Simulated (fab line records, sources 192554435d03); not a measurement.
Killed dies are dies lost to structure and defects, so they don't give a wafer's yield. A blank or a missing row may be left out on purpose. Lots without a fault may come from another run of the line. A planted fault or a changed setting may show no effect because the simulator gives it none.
Chamber matching | flow n5_finfet | N5_BEOL_M0_SAQP_SPACER2_ALD_26 on ald_sin-02: 4 sister chambers
The step deposits SiO2, target thk 15 nm, pulse time 1 s, purge time 2 s. 8 wafers are shown with their chamber, then 9 later ones without.

WAFERS WITH THEIR CHAMBER
wafer  | chamber | heater_power_w (W) | heater_power_outer_w (W)
L078.1 | 1       | 398                | 245
L080.1 | 2       | 444                | 242
L082.5 | 2       | 438                | 251
L084.4 | 1       | 412                | 240
L084.5 | 3       | 510                | 268
L087.1 | 0       | 466                | 251
L087.2 | 3       | 495                | 262
L087.6 | 0       | 479                | 253

WAFERS WITHOUT THEIR CHAMBER
wafer  | heater_power_w (W) | heater_power_outer_w (W)
L090.3 | 414                | 250
L090.4 | 460                | 255
L090.5 | 481                | 253
L095.2 | 410                | 254
L095.3 | 475                | 251
L095.4 | 505                | 263
L096.3 | 478                | 263
L096.4 | 468                | 256
L096.5 | 442                | 246

WHICH CHAMBER EACH WENT THROUGH
wafer  | from the rows above     | in truth
L090.3 | can't be placed: 1 or 2 | 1
L090.4 | can't be placed: 0 or 2 | 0
L090.5 | 0                       | 0
L095.2 | can't be placed: 1 or 2 | 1
L095.3 | 0                       | 0
L095.4 | 3                       | 3
L096.3 | can't be placed: 0 or 3 | 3
L096.4 | 0                       | 0
L096.5 | 2                       | 2
Placed correctly: 5 of 9. Can't be placed from these rows: 4 (the true chamber is among the candidates in 4). Placed wrongly: 0.
How it was worked out, from the rows above alone: a wafer's distance from a chamber is the root of the sum, over the readings, of the square of ((its reading less the chamber's mean) divided by the reading's scatter). The wafer belongs to the nearest chamber; if the next one is less than 2 further off, it can't be placed. A chamber's mean is the mean of its shown wafers. The scatter: the root of (the sum of the squares of (reading less its chamber's mean) over the shown wafers, divided by (wafers less chambers)).
